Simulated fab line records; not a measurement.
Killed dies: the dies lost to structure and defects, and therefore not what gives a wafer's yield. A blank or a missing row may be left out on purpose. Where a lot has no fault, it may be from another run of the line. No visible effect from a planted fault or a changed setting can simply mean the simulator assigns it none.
Which tool was responsible? || flow n5-finfet || 72 wafers from 24 lots sampled at 6 of the route's 1938 steps

== WHAT THE GAUGES READ, wafer by wafer ==
N5_BEOL_M14_INSPECT_12: inspects for defects (macro).
{"lot": "L076", "measured": "day 10 20:28", "on": "defect-inspect-02", "raw-defect-count": "2 2 2"}
{"lot": "L075", "measured": "day 10 20:41", "on": "defect-inspect-02", "raw-defect-count": "1 1 0"}
{"lot": "L074", "measured": "day 11 06:13", "on": "defect-inspect-01", "raw-defect-count": "4 2 2"}
{"lot": "L077", "measured": "day 11 11:37", "on": "defect-inspect-02", "raw-defect-count": "1 0 1"}
{"lot": "L078", "measured": "day 12 03:04", "on": "defect-inspect-01", "raw-defect-count": "0 2 4"}
{"lot": "L079", "measured": "day 12 03:22", "on": "defect-inspect-01", "raw-defect-count": "2 3 2"}
{"lot": "L080", "measured": "day 12 18:29", "on": "defect-inspect-02", "raw-defect-count": "1 2 2"}
{"lot": "L081", "measured": "day 12 23:09", "on": "defect-inspect-01", "raw-defect-count": "4 3 2"}
{"lot": "L083", "measured": "day 13 06:52", "on": "defect-inspect-02", "raw-defect-count": "1 2 5"}
{"lot": "L084", "measured": "day 13 12:53", "on": "defect-inspect-02", "raw-defect-count": "2 2 0"}
{"lot": "L082", "measured": "day 13 20:47", "on": "defect-inspect-01", "raw-defect-count": "2 1 3"}
{"lot": "L085", "measured": "day 13 23:59", "on": "defect-inspect-02", "raw-defect-count": "2 3 0"}
{"lot": "L086", "measured": "day 14 07:31", "on": "defect-inspect-02", "raw-defect-count": "2 0 1"}
{"lot": "L087", "measured": "day 14 16:38", "on": "defect-inspect-01", "raw-defect-count": "1 1 2"}
{"lot": "L088", "measured": "day 14 23:31", "on": "defect-inspect-01", "raw-defect-count": "3 1 2"}
{"lot": "L089", "measured": "day 15 02:43", "on": "defect-inspect-02", "raw-defect-count": "3 6 3"}
{"lot": "L090", "measured": "day 15 03:05", "on": "defect-inspect-02", "raw-defect-count": "4 2 4"}
{"lot": "L091", "measured": "day 15 03:17", "on": "defect-inspect-02", "raw-defect-count": "3 3 2"}
{"lot": "L092", "measured": "day 15 16:20", "on": "defect-inspect-02", "raw-defect-count": "5 1 0"}
{"lot": "L094", "measured": "day 16 05:21", "on": "defect-inspect-01", "raw-defect-count": "0 1 3"}
{"lot": "L093", "measured": "day 16 08:14", "on": "defect-inspect-01", "raw-defect-count": "3 3 3"}
{"lot": "L097", "measured": "day 16 17:20", "on": "defect-inspect-02", "raw-defect-count": "0 5 2"}
{"lot": "L096", "measured": "day 17 09:43", "on": "defect-inspect-01", "raw-defect-count": "3 3 4"}
{"lot": "L095", "measured": "day 17 10:22", "on": "defect-inspect-01", "raw-defect-count": "0 0 2"}

N5_BEOL_M15_OVL_MEAS_11.
{"lot": "L076", "measured": "day 11 02:17", "on": "overlay-02", "V14_OVL (nm)": "11 8 8"}
{"lot": "L075", "measured": "day 11 03:17", "on": "overlay-02", "V14_OVL (nm)": "2 8 6"}
{"lot": "L074", "measured": "day 11 12:16", "on": "overlay-01", "V14_OVL (nm)": "2 -3 -8"}
{"lot": "L077", "measured": "day 11 19:02", "on": "overlay-02", "V14_OVL (nm)": "6 -2 4"}
{"lot": "L078", "measured": "day 12 08:59", "on": "overlay-02", "V14_OVL (nm)": "-7 0 6"}
{"lot": "L079", "measured": "day 12 09:01", "on": "overlay-01", "V14_OVL (nm)": "6 0 2"}
{"lot": "L080", "measured": "day 12 23:05", "on": "overlay-01", "V14_OVL (nm)": "5 -5 -1"}
{"lot": "L081", "measured": "day 13 05:29", "on": "overlay-02", "V14_OVL (nm)": "8 13 2"}
{"lot": "L083", "measured": "day 13 20:16", "on": "overlay-02", "V14_OVL (nm)": "-1 3 6"}
{"lot": "L084", "measured": "day 14 01:29", "on": "overlay-02", "V14_OVL (nm)": "-4 -3 -1"}
{"lot": "L082", "measured": "day 14 01:54", "on": "overlay-02", "V14_OVL (nm)": "-2 4 4"}
{"lot": "L085", "measured": "day 14 07:18", "on": "overlay-02", "V14_OVL (nm)": "6 4 6"}
{"lot": "L086", "measured": "day 14 14:17", "on": "overlay-01", "V14_OVL (nm)": "2 0 5"}
{"lot": "L087", "measured": "day 14 23:10", "on": "overlay-02", "V14_OVL (nm)": "3 4 3"}
{"lot": "L088", "measured": "day 15 03:39", "on": "overlay-02", "V14_OVL (nm)": "6 5 5"}
{"lot": "L089", "measured": "day 15 08:11", "on": "overlay-01", "V14_OVL (nm)": "-4 4 -4"}
{"lot": "L090", "measured": "day 15 09:13", "on": "overlay-01", "V14_OVL (nm)": "-9 0 -3"}
{"lot": "L091", "measured": "day 15 09:44", "on": "overlay-02", "V14_OVL (nm)": "-5 -12 -1"}
{"lot": "L092", "measured": "day 15 22:23", "on": "overlay-02", "V14_OVL (nm)": "-1 5 3"}
{"lot": "L094", "measured": "day 16 13:55", "on": "overlay-01", "V14_OVL (nm)": "9 7 15"}
{"lot": "L093", "measured": "day 16 14:19", "on": "overlay-02", "V14_OVL (nm)": "-2 7 2"}
{"lot": "L097", "measured": "day 17 01:00", "on": "overlay-02", "V14_OVL (nm)": "1 5 2"}
{"lot": "L096", "measured": "day 17 16:08", "on": "overlay-02", "V14_OVL (nm)": "-3 12 3"}
{"lot": "L095", "measured": "day 17 16:26", "on": "overlay-02", "V14_OVL (nm)": "-1 0 2"}

N5_BEOL_M15_INSPECT_30: inspects for defects (macro).
{"lot": "L076", "measured": "day 11 03:50", "on": "defect-inspect-01", "raw-defect-count": "4 1 5"}
{"lot": "L075", "measured": "day 11 05:16", "on": "defect-inspect-02", "raw-defect-count": "2 3 3"}
{"lot": "L074", "measured": "day 11 13:46", "on": "defect-inspect-02", "raw-defect-count": "3 3 0"}
{"lot": "L077", "measured": "day 11 20:32", "on": "defect-inspect-02", "raw-defect-count": "2 2 4"}
{"lot": "L078", "measured": "day 12 10:53", "on": "defect-inspect-01", "raw-defect-count": "1 1 1"}
{"lot": "L079", "measured": "day 12 11:03", "on": "defect-inspect-02", "raw-defect-count": "3 0 1"}
{"lot": "L080", "measured": "day 13 00:34", "on": "defect-inspect-01", "raw-defect-count": "1 4 1"}
{"lot": "L081", "measured": "day 13 07:05", "on": "defect-inspect-01", "raw-defect-count": "1 0 3"}
{"lot": "L083", "measured": "day 13 21:46", "on": "defect-inspect-01", "raw-defect-count": "2 3 0"}
{"lot": "L084", "measured": "day 14 02:59", "on": "defect-inspect-01", "raw-defect-count": "0 2 2"}
{"lot": "L082", "measured": "day 14 03:31", "on": "defect-inspect-01", "raw-defect-count": "1 3 2"}
{"lot": "L085", "measured": "day 14 09:07", "on": "defect-inspect-01", "raw-defect-count": "3 1 0"}
{"lot": "L086", "measured": "day 14 15:47", "on": "defect-inspect-02", "raw-defect-count": "4 3 4"}
{"lot": "L087", "measured": "day 15 00:47", "on": "defect-inspect-02", "raw-defect-count": "1 2 3"}
{"lot": "L088", "measured": "day 15 05:14", "on": "defect-inspect-02", "raw-defect-count": "2 4 4"}
{"lot": "L089", "measured": "day 15 09:47", "on": "defect-inspect-01", "raw-defect-count": "3 1 1"}
{"lot": "L090", "measured": "day 15 10:44", "on": "defect-inspect-02", "raw-defect-count": "1 2 1"}
{"lot": "L091", "measured": "day 15 11:24", "on": "defect-inspect-01", "raw-defect-count": "1 2 3"}
{"lot": "L092", "measured": "day 16 00:10", "on": "defect-inspect-01", "raw-defect-count": "6 2 1"}
{"lot": "L094", "measured": "day 16 15:45", "on": "defect-inspect-01", "raw-defect-count": "2 2 0"}
{"lot": "L093", "measured": "day 16 16:35", "on": "defect-inspect-02", "raw-defect-count": "1 3 1"}
{"lot": "L097", "measured": "day 17 02:47", "on": "defect-inspect-01", "raw-defect-count": "1 0 4"}
{"lot": "L096", "measured": "day 17 17:37", "on": "defect-inspect-02", "raw-defect-count": "4 0 1"}
{"lot": "L095", "measured": "day 17 17:59", "on": "defect-inspect-01", "raw-defect-count": "4 3 3"}

== EACH LOT AND THE TOOL THAT RAN IT (in order: tool; ch and the chambers of the sampled wafers; start) ==
{"lot": "L076", "N5_BEOL_M14_TRENCH_ETCH_34": "rie-diel-06 ch 0,3, day 10 21:57", "N5_BEOL_M14_SPUTTER_43": "pvd-sputter-02, day 10 23:49", "N5_BEOL_M14_ANNEAL_48": "rtp-anneal-01 ch 0, day 11 00:31"}
{"lot": "L075", "N5_BEOL_M14_TRENCH_ETCH_34": "rie-diel-02 ch 0,1,3, day 10 22:10", "N5_BEOL_M14_SPUTTER_43": "pvd-sputter-01, day 11 01:11", "N5_BEOL_M14_ANNEAL_48": "rtp-anneal-01 ch 0, day 11 01:44"}
{"lot": "L074", "N5_BEOL_M14_TRENCH_ETCH_34": "rie-diel-01 ch 1,2,3, day 11 07:40", "N5_BEOL_M14_SPUTTER_43": "pvd-sputter-01, day 11 10:04", "N5_BEOL_M14_ANNEAL_48": "rtp-anneal-02 ch 0, day 11 10:47"}
{"lot": "L077", "N5_BEOL_M14_TRENCH_ETCH_34": "rie-diel-06 ch 0,1, day 11 13:05", "N5_BEOL_M14_SPUTTER_43": "pvd-sputter-02, day 11 17:05", "N5_BEOL_M14_ANNEAL_48": "rtp-anneal-01 ch 0, day 11 17:38"}
{"lot": "L078", "N5_BEOL_M14_TRENCH_ETCH_34": "rie-diel-01 ch 0,2,3, day 12 04:26", "N5_BEOL_M14_SPUTTER_43": "pvd-sputter-02, day 12 07:02", "N5_BEOL_M14_ANNEAL_48": "rtp-anneal-01 ch 0, day 12 07:29"}
{"lot": "L079", "N5_BEOL_M14_TRENCH_ETCH_34": "rie-diel-06 ch 0,1,3, day 12 04:43", "N5_BEOL_M14_SPUTTER_43": "pvd-sputter-01, day 12 07:07", "N5_BEOL_M14_ANNEAL_48": "rtp-anneal-02 ch 0, day 12 07:35"}
{"lot": "L080", "N5_BEOL_M14_TRENCH_ETCH_34": "rie-diel-06 ch 1,2,3, day 12 19:58", "N5_BEOL_M14_SPUTTER_43": "pvd-sputter-02, day 12 21:15", "N5_BEOL_M14_ANNEAL_48": "rtp-anneal-01 ch 0, day 12 21:43"}
{"lot": "L081", "N5_BEOL_M14_TRENCH_ETCH_34": "rie-diel-06 ch 0,1, day 13 00:29", "N5_BEOL_M14_SPUTTER_43": "pvd-sputter-02, day 13 03:10", "N5_BEOL_M14_ANNEAL_48": "rtp-anneal-01 ch 0, day 13 03:56"}
{"lot": "L083", "N5_BEOL_M14_TRENCH_ETCH_34": "rie-diel-01 ch 0,1,2, day 13 08:19", "N5_BEOL_M14_SPUTTER_43": "pvd-sputter-02, day 13 16:18", "N5_BEOL_M14_ANNEAL_48": "rtp-anneal-02 ch 0, day 13 18:47"}
{"lot": "L084", "N5_BEOL_M14_TRENCH_ETCH_34": "rie-diel-02 ch 1,2,3, day 13 14:23", "N5_BEOL_M14_SPUTTER_43": "pvd-sputter-02, day 13 21:02", "N5_BEOL_M14_ANNEAL_48": "rtp-anneal-02 ch 0, day 14 00:04"}
{"lot": "L082", "N5_BEOL_M14_TRENCH_ETCH_34": "rie-diel-06 ch 0,1, day 13 22:14", "N5_BEOL_M14_SPUTTER_43": "pvd-sputter-01, day 13 23:35", "N5_BEOL_M14_ANNEAL_48": "rtp-anneal-01 ch 0, day 14 00:27"}
{"lot": "L085", "N5_BEOL_M14_TRENCH_ETCH_34": "rie-diel-01 ch 1,2,3, day 14 01:19", "N5_BEOL_M14_SPUTTER_43": "pvd-sputter-01, day 14 05:14", "N5_BEOL_M14_ANNEAL_48": "rtp-anneal-02 ch 0, day 14 05:56"}
{"lot": "L086", "N5_BEOL_M14_TRENCH_ETCH_34": "rie-diel-02 ch 0,2, day 14 09:16", "N5_BEOL_M14_SPUTTER_43": "pvd-sputter-03, day 14 12:26", "N5_BEOL_M14_ANNEAL_48": "rtp-anneal-02 ch 0, day 14 12:58"}
{"lot": "L087", "N5_BEOL_M14_TRENCH_ETCH_34": "rie-diel-06 ch 1,2, day 14 18:16", "N5_BEOL_M14_SPUTTER_43": "pvd-sputter-03, day 14 21:20", "N5_BEOL_M14_ANNEAL_48": "rtp-anneal-01 ch 0, day 14 21:48"}
{"lot": "L088", "N5_BEOL_M14_TRENCH_ETCH_34": "rie-diel-02 ch 0,3, day 15 00:52", "N5_BEOL_M14_SPUTTER_43": "pvd-sputter-03, day 15 01:41", "N5_BEOL_M14_ANNEAL_48": "rtp-anneal-01 ch 0, day 15 02:10"}
{"lot": "L089", "N5_BEOL_M14_TRENCH_ETCH_34": "rie-diel-02 ch 1,2, day 15 04:25", "N5_BEOL_M14_SPUTTER_43": "pvd-sputter-03, day 15 06:07", "N5_BEOL_M14_ANNEAL_48": "rtp-anneal-01 ch 0, day 15 06:35"}
{"lot": "L090", "N5_BEOL_M14_TRENCH_ETCH_34": "rie-diel-06 ch 0,3, day 15 04:47", "N5_BEOL_M14_SPUTTER_43": "pvd-sputter-03, day 15 07:09", "N5_BEOL_M14_ANNEAL_48": "rtp-anneal-02 ch 0, day 15 07:48"}
{"lot": "L091", "N5_BEOL_M14_TRENCH_ETCH_34": "rie-diel-02 ch 0,1, day 15 05:00", "N5_BEOL_M14_SPUTTER_43": "pvd-sputter-02, day 15 07:45", "N5_BEOL_M14_ANNEAL_48": "rtp-anneal-01 ch 0, day 15 08:13"}
{"lot": "L092", "N5_BEOL_M14_TRENCH_ETCH_34": "rie-diel-02 ch 0,1,2, day 15 17:40", "N5_BEOL_M14_SPUTTER_43": "pvd-sputter-02, day 15 20:23", "N5_BEOL_M14_ANNEAL_48": "rtp-anneal-02 ch 0, day 15 20:54"}
{"lot": "L094", "N5_BEOL_M14_TRENCH_ETCH_34": "rie-diel-06 ch 0,1,3, day 16 07:01", "N5_BEOL_M14_SPUTTER_43": "pvd-sputter-02, day 16 12:05", "N5_BEOL_M14_ANNEAL_48": "rtp-anneal-02 ch 0, day 16 12:34"}
{"lot": "L093", "N5_BEOL_M14_TRENCH_ETCH_34": "rie-diel-01 ch 1,2,3, day 16 09:34", "N5_BEOL_M14_SPUTTER_43": "pvd-sputter-03, day 16 12:13", "N5_BEOL_M14_ANNEAL_48": "rtp-anneal-02 ch 0, day 16 12:52"}
{"lot": "L097", "N5_BEOL_M14_TRENCH_ETCH_34": "rie-diel-06 ch 0,2,3, day 16 19:04", "N5_BEOL_M14_SPUTTER_43": "pvd-sputter-03, day 16 23:07", "N5_BEOL_M14_ANNEAL_48": "rtp-anneal-02 ch 0, day 16 23:40"}
{"lot": "L096", "N5_BEOL_M14_TRENCH_ETCH_34": "rie-diel-02 ch 0,1, day 17 11:35", "N5_BEOL_M14_SPUTTER_43": "pvd-sputter-01, day 17 14:08", "N5_BEOL_M14_ANNEAL_48": "rtp-anneal-02 ch 0, day 17 14:41"}
{"lot": "L095", "N5_BEOL_M14_TRENCH_ETCH_34": "rie-diel-01 ch 1,3, day 17 12:07", "N5_BEOL_M14_SPUTTER_43": "pvd-sputter-02, day 17 14:22", "N5_BEOL_M14_ANNEAL_48": "rtp-anneal-01 ch 0, day 17 14:50"}
- N5_BEOL_M14_TRENCH_ETCH_34: etches SiO2 in C4F8/O2/Ar, target depth 556.65 nm, time 126.9 s.
- N5_BEOL_M14_SPUTTER_43: material TaN, target thk 15 nm, time 24.19 s.
- N5_BEOL_M14_ANNEAL_48: time 90 s.

== AS READ BY THE TOOLS THEMSELVES (means over the sampled wafers that have a number; for cases with no such wafer, the mark the record gives instead) ==
N5_BEOL_M14_TRENCH_ETCH_34.
{"lot": "L076", "tool": "rie-diel-06", "drypump-motor-current-A (A)": 6.4, "oes-product-au (a.u.)": 0.83, "rf-vpp-V (V)": 2227, "showerhead-plenum-p-Torr (Torr)": 3.43, "throttle-valve-pct (%)": 30.76}
{"lot": "L075", "tool": "rie-diel-02", "drypump-motor-current-A (A)": 5.6, "oes-product-au (a.u.)": 0.72, "rf-vpp-V (V)": 2236, "showerhead-plenum-p-Torr (Torr)": 3.52, "throttle-valve-pct (%)": 30.83}
{"lot": "L074", "tool": "rie-diel-01", "drypump-motor-current-A (A)": 6.0, "oes-product-au (a.u.)": 0.84, "rf-vpp-V (V)": 2187, "showerhead-plenum-p-Torr (Torr)": 3.36, "throttle-valve-pct (%)": 30.75}
{"lot": "L077", "tool": "rie-diel-06", "drypump-motor-current-A (A)": 5.7, "oes-product-au (a.u.)": 0.77, "rf-vpp-V (V)": 2276, "showerhead-plenum-p-Torr (Torr)": 3.53, "throttle-valve-pct (%)": 30.88}
{"lot": "L078", "tool": "rie-diel-01", "drypump-motor-current-A (A)": 5.8, "oes-product-au (a.u.)": 0.82, "rf-vpp-V (V)": 2182, "showerhead-plenum-p-Torr (Torr)": 3.39, "throttle-valve-pct (%)": 30.74}
{"lot": "L079", "tool": "rie-diel-06", "drypump-motor-current-A (A)": 5.8, "oes-product-au (a.u.)": 0.77, "rf-vpp-V (V)": 2261, "showerhead-plenum-p-Torr (Torr)": 3.45, "throttle-valve-pct (%)": 30.85}
{"lot": "L080", "tool": "rie-diel-06", "drypump-motor-current-A (A)": 5.6, "oes-product-au (a.u.)": 0.72, "rf-vpp-V (V)": 2289, "showerhead-plenum-p-Torr (Torr)": 3.48, "throttle-valve-pct (%)": 30.98}
{"lot": "L081", "tool": "rie-diel-06", "drypump-motor-current-A (A)": 5.7, "oes-product-au (a.u.)": 0.76, "rf-vpp-V (V)": 2276, "showerhead-plenum-p-Torr (Torr)": 3.52, "throttle-valve-pct (%)": 30.91}
{"lot": "L083", "tool": "rie-diel-01", "drypump-motor-current-A (A)": 6.2, "oes-product-au (a.u.)": 0.78, "rf-vpp-V (V)": 2194, "showerhead-plenum-p-Torr (Torr)": 3.37, "throttle-valve-pct (%)": 30.75}
{"lot": "L084", "tool": "rie-diel-02", "drypump-motor-current-A (A)": 5.3, "oes-product-au (a.u.)": 0.82, "rf-vpp-V (V)": 2197, "showerhead-plenum-p-Torr (Torr)": 3.45, "throttle-valve-pct (%)": 30.84}
{"lot": "L082", "tool": "rie-diel-06", "drypump-motor-current-A (A)": 6.2, "oes-product-au (a.u.)": 0.79, "rf-vpp-V (V)": 2240, "showerhead-plenum-p-Torr (Torr)": 3.50, "throttle-valve-pct (%)": 30.83}
{"lot": "L085", "tool": "rie-diel-01", "drypump-motor-current-A (A)": 6.0, "oes-product-au (a.u.)": 0.81, "rf-vpp-V (V)": 2188, "showerhead-plenum-p-Torr (Torr)": 3.35, "throttle-valve-pct (%)": 30.76}
{"lot": "L086", "tool": "rie-diel-02", "drypump-motor-current-A (A)": 5.8, "oes-product-au (a.u.)": 0.79, "rf-vpp-V (V)": 2188, "showerhead-plenum-p-Torr (Torr)": 3.43, "throttle-valve-pct (%)": 30.64}
{"lot": "L087", "tool": "rie-diel-06", "drypump-motor-current-A (A)": 5.4, "oes-product-au (a.u.)": 0.71, "rf-vpp-V (V)": 2302, "showerhead-plenum-p-Torr (Torr)": 3.56, "throttle-valve-pct (%)": 31.04}
{"lot": "L088", "tool": "rie-diel-02", "drypump-motor-current-A (A)": 5.8, "oes-product-au (a.u.)": 0.74, "rf-vpp-V (V)": 2222, "showerhead-plenum-p-Torr (Torr)": 3.50, "throttle-valve-pct (%)": 30.88}
{"lot": "L089", "tool": "rie-diel-02", "drypump-motor-current-A (A)": 5.2, "oes-product-au (a.u.)": 0.84, "rf-vpp-V (V)": 2163, "showerhead-plenum-p-Torr (Torr)": 3.37, "throttle-valve-pct (%)": 30.60}
{"lot": "L090", "tool": "rie-diel-06", "drypump-motor-current-A (A)": 6.3, "oes-product-au (a.u.)": 0.79, "rf-vpp-V (V)": 2226, "showerhead-plenum-p-Torr (Torr)": 3.42, "throttle-valve-pct (%)": 30.80}
{"lot": "L091", "tool": "rie-diel-02", "drypump-motor-current-A (A)": 5.9, "oes-product-au (a.u.)": 0.80, "rf-vpp-V (V)": 2236, "showerhead-plenum-p-Torr (Torr)": 3.48, "throttle-valve-pct (%)": 30.55}
{"lot": "L092", "tool": "rie-diel-02", "drypump-motor-current-A (A)": 5.6, "oes-product-au (a.u.)": 0.81, "rf-vpp-V (V)": 2198, "showerhead-plenum-p-Torr (Torr)": 3.42, "throttle-valve-pct (%)": 30.57}
{"lot": "L094", "tool": "rie-diel-06", "drypump-motor-current-A (A)": 5.8, "oes-product-au (a.u.)": 0.74, "rf-vpp-V (V)": 2260, "showerhead-plenum-p-Torr (Torr)": 3.43, "throttle-valve-pct (%)": 30.87}
{"lot": "L093", "tool": "rie-diel-01", "drypump-motor-current-A (A)": 6.0, "oes-product-au (a.u.)": 0.79, "rf-vpp-V (V)": 2185, "showerhead-plenum-p-Torr (Torr)": 3.34, "throttle-valve-pct (%)": 30.78}
{"lot": "L097", "tool": "rie-diel-06", "drypump-motor-current-A (A)": 6.1, "oes-product-au (a.u.)": 0.74, "rf-vpp-V (V)": 2253, "showerhead-plenum-p-Torr (Torr)": 3.45, "throttle-valve-pct (%)": 30.93}
{"lot": "L096", "tool": "rie-diel-02", "drypump-motor-current-A (A)": 5.7, "oes-product-au (a.u.)": 0.82, "rf-vpp-V (V)": 2247, "showerhead-plenum-p-Torr (Torr)": 3.47, "throttle-valve-pct (%)": 30.50}
{"lot": "L095", "tool": "rie-diel-01", "drypump-motor-current-A (A)": 6.0, "oes-product-au (a.u.)": 0.74, "rf-vpp-V (V)": 2218, "showerhead-plenum-p-Torr (Torr)": 3.31, "throttle-valve-pct (%)": 30.88}

N5_BEOL_M14_SPUTTER_43.
{"lot": "L076", "tool": "pvd-sputter-02", "throttle-valve-pct (%)": 30.3}
{"lot": "L075", "tool": "pvd-sputter-01", "throttle-valve-pct (%)": 29.9}
{"lot": "L074", "tool": "pvd-sputter-01", "throttle-valve-pct (%)": 30.2}
{"lot": "L077", "tool": "pvd-sputter-02", "throttle-valve-pct (%)": 30.3}
{"lot": "L078", "tool": "pvd-sputter-02", "throttle-valve-pct (%)": 31.5}
{"lot": "L079", "tool": "pvd-sputter-01", "throttle-valve-pct (%)": 30.6}
{"lot": "L080", "tool": "pvd-sputter-02", "throttle-valve-pct (%)": 30.7}
{"lot": "L081", "tool": "pvd-sputter-02", "throttle-valve-pct (%)": 30.8}
{"lot": "L083", "tool": "pvd-sputter-02", "throttle-valve-pct (%)": 30.2}
{"lot": "L084", "tool": "pvd-sputter-02", "throttle-valve-pct (%)": 31.2}
{"lot": "L082", "tool": "pvd-sputter-01", "throttle-valve-pct (%)": 29.9}
{"lot": "L085", "tool": "pvd-sputter-01", "throttle-valve-pct (%)": 29.7}
{"lot": "L086", "tool": "pvd-sputter-03", "throttle-valve-pct (%)": 28.0}
{"lot": "L087", "tool": "pvd-sputter-03", "throttle-valve-pct (%)": 28.0}
{"lot": "L088", "tool": "pvd-sputter-03", "throttle-valve-pct (%)": 29.7}
{"lot": "L089", "tool": "pvd-sputter-03", "throttle-valve-pct (%)": 28.7}
{"lot": "L090", "tool": "pvd-sputter-03", "throttle-valve-pct (%)": 29.0}
{"lot": "L091", "tool": "pvd-sputter-02", "throttle-valve-pct (%)": 30.2}
{"lot": "L092", "tool": "pvd-sputter-02", "throttle-valve-pct (%)": 30.4}
{"lot": "L094", "tool": "pvd-sputter-02", "throttle-valve-pct (%)": 30.8}
{"lot": "L093", "tool": "pvd-sputter-03", "throttle-valve-pct (%)": 28.8}
{"lot": "L097", "tool": "pvd-sputter-03", "throttle-valve-pct (%)": 29.8}
{"lot": "L096", "tool": "pvd-sputter-01", "throttle-valve-pct (%)": 29.8}
{"lot": "L095", "tool": "pvd-sputter-02", "throttle-valve-pct (%)": 30.8}

N5_BEOL_M14_ANNEAL_48.
{"lot": "L076", "tool": "rtp-anneal-01", "wafer_temp_C_max": 226.9}
{"lot": "L075", "tool": "rtp-anneal-01", "wafer_temp_C_max": 226.6}
{"lot": "L074", "tool": "rtp-anneal-02", "wafer_temp_C_max": 226.6}
{"lot": "L077", "tool": "rtp-anneal-01", "wafer_temp_C_max": 226.5}
{"lot": "L078", "tool": "rtp-anneal-01", "wafer_temp_C_max": 226.1}
{"lot": "L079", "tool": "rtp-anneal-02", "wafer_temp_C_max": 226.8}
{"lot": "L080", "tool": "rtp-anneal-01", "wafer_temp_C_max": 226.2}
{"lot": "L081", "tool": "rtp-anneal-01", "wafer_temp_C_max": 226.1}
{"lot": "L083", "tool": "rtp-anneal-02", "wafer_temp_C_max": 226.5}
{"lot": "L084", "tool": "rtp-anneal-02", "wafer_temp_C_max": 226.5}
{"lot": "L082", "tool": "rtp-anneal-01", "wafer_temp_C_max": 226.4}
{"lot": "L085", "tool": "rtp-anneal-02", "wafer_temp_C_max": 226.8}
{"lot": "L086", "tool": "rtp-anneal-02", "wafer_temp_C_max": 227.3}
{"lot": "L087", "tool": "rtp-anneal-01", "wafer_temp_C_max": 226.3}
{"lot": "L088", "tool": "rtp-anneal-01", "wafer_temp_C_max": 226.3}
{"lot": "L089", "tool": "rtp-anneal-01", "wafer_temp_C_max": 226.7}
{"lot": "L090", "tool": "rtp-anneal-02", "wafer_temp_C_max": 226.2}
{"lot": "L091", "tool": "rtp-anneal-01", "wafer_temp_C_max": 226.5}
{"lot": "L092", "tool": "rtp-anneal-02", "wafer_temp_C_max": 226.9}
{"lot": "L094", "tool": "rtp-anneal-02", "wafer_temp_C_max": 226.8}
{"lot": "L093", "tool": "rtp-anneal-02", "wafer_temp_C_max": 226.4}
{"lot": "L097", "tool": "rtp-anneal-02", "wafer_temp_C_max": 226.5}
{"lot": "L096", "tool": "rtp-anneal-02", "wafer_temp_C_max": 226.4}
{"lot": "L095", "tool": "rtp-anneal-01", "wafer_temp_C_max": 226.5}

== THE ANSWER, worked out from the rows above alone ==
Rule: usual is defined by the lots themselves. Put in order of their means at a reading, lots are off if they are a third of the lots or fewer, leave a main group of 4 or more, and stand apart from it by a gap of 3 or more times the standard deviation of the main group's means; of several such gaps the widest counts. If all means in a main group match to the digits the tables above print for the reading, that group is not used. A lot without any number at a reading at which 4 lots or more have one is off too. The other lots that the step has rows for count as sound. The gauges are gone through in route order, then the tools' own readings, and for those a lot's mean is taken as printed above. The first step at which some lot is off is used, and at that step the reading that is off furthest; a lot without a number counts as furthest.
No lot is off at any reading shown: from this, nothing can be told.

== WHAT WAS PUT IN BY THE SIMULATOR ==
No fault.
